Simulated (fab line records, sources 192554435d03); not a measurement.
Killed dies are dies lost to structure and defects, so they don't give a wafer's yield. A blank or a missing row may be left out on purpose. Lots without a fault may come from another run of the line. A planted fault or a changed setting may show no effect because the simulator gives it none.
Split-lot experiment | flow n5_finfet | 7 lots, 21 wafers read, on a route of 1938 steps

THE SPLIT
At N5_FIN_SAQP_DESCUM_21 (chemistry O2, time 7.9 s), the setting time_s was moved away from the recipe's 7.9 s on 6 of the 21 wafers read, by -17.2% to +19.0%. The other wafers ran this setting at the recipe's value.

The file shows no step between the split and the reading.

THE READING
CAR-ArF_of_FIN_SAQP_COAT_10.thk_nm (the simulator's own value, which no gauge read), in nm, at N5_FIN_SAQP_ETCH_51 (etches SiARC in CF4, target depth 45.5 nm, time 75.8 s). The file gives no usual value for it. The 15 wafers here that ran the recipe average 50.94 nm, standard deviation 0.21 nm.

wafer  | tool, chamber at the split | time_s as run, s | against the recipe | CAR-ArF_of_FIN_SAQP_COAT_10.thk_nm, nm | against lot-mates on the recipe
L075.1 | rie_diel-01, 1,2           | 7.181            | -9.1%              | 51.55                                  | +0.59
L075.2 | rie_diel-01, 3             | 7.9              | recipe             | 50.96                                  | -
L075.4 | rie_diel-01, 1,2           | 7.181            | -9.1%              | 51.09                                  | +0.13
L082.2 | rie_diel-05, 2             | 6.542            | -17.2%             | 51.72                                  | +0.77
L082.3 | rie_diel-05, 0,2           | 7.9              | recipe             | 50.95                                  | -
L082.5 | rie_diel-05, 0,2           | 7.9              | recipe             | 50.94                                  | -
L085.4 | rie_diel-01, 1,0           | 8.679            | +9.9%              | 50.55                                  | -0.54
L085.5 | rie_diel-01, 1,0           | 8.679            | +9.9%              | 50.86                                  | -0.23
L085.6 | rie_diel-01, 1             | 7.9              | recipe             | 51.09                                  | -
L086.2 | rie_diel-05, 3,2,0         | 7.9              | recipe             | 50.8                                   | -
L086.3 | rie_diel-05, 3,2,0         | 7.9              | recipe             | 51.19                                  | -
L086.4 | rie_diel-05, 3,2,0         | 7.9              | recipe             | 50.84                                  | -
L087.1 | rie_diel-01, 3,0           | 7.9              | recipe             | 51.09                                  | -
L087.2 | rie_diel-01, 0             | 9.4              | +19.0%             | 50.5                                   | -0.76
L087.6 | rie_diel-01, 3,0           | 7.9              | recipe             | 51.42                                  | -
L089.1 | rie_diel-01, 0,3,2         | 7.9              | recipe             | 50.7                                   | -
L089.2 | rie_diel-01, 0,3,2         | 7.9              | recipe             | 50.7                                   | -
L089.4 | rie_diel-01, 0,3,2         | 7.9              | recipe             | 50.52                                  | -
L091.1 | rie_diel-05, 0,3,1         | 7.9              | recipe             | 51.05                                  | -
L091.6 | rie_diel-05, 0,3,1         | 7.9              | recipe             | 51.05                                  | -
L091.4 | rie_diel-05, 0,3,1         | 7.9              | recipe             | 50.85                                  | -
Where a row lists several chambers, the file gives one row for several wafers and doesn't say which wafer went through which chamber.

THE FIT
A straight line over all 21 wafers: CAR-ArF_of_FIN_SAQP_COAT_10.thk_nm changes by -0.0329 nm for each +1% of time_s; r = -0.74; the points scatter about the line by 0.22 nm.
The same after taking each lot's own level away (the mean of its wafers on the recipe; 21 wafers): -0.0412 nm for each +1%; r = -0.91; scatter 0.14 nm.
On that fit, the largest move of time_s shifts the reading by 0.78 nm.
The lots' own levels span 50.640 to 51.255 nm, that is 2.9 times the standard deviation above.
So the lot-to-lot level blurs the effect unless lot-mates are compared.
Check: with one of the wafers moved furthest among these (+19.0%) left out of the fit, the line predicts -0.79 nm for it against its lot-mates. It came out at -0.755 nm against them.

OTHER SPLITS ON THESE WAFERS
These wafers also went through other splits before the reading. Each is held against what the fit with the lots' levels taken away leaves over:
other split on the same wafers | wafers away from the commonest value | r with CAR-ArF_of_FIN_SAQP_COAT_10.thk_nm (lot level and that fit taken away)
N5_WELL_APT_COAT_02 spin_rpm   | 8                                    | +0.27
N5_WELL_APT_COAT_19 spin_rpm   | 4                                    | -0.10
N5_FIN_SAQP_HM_DEP_72 time_s   | 9                                    | -0.01

THE FILE'S OWN FIT
CAR-ArF_of_FIN_SAQP_COAT_10.thk_nm changes by -0.0416 nm for each +1% of time_s, r = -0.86.
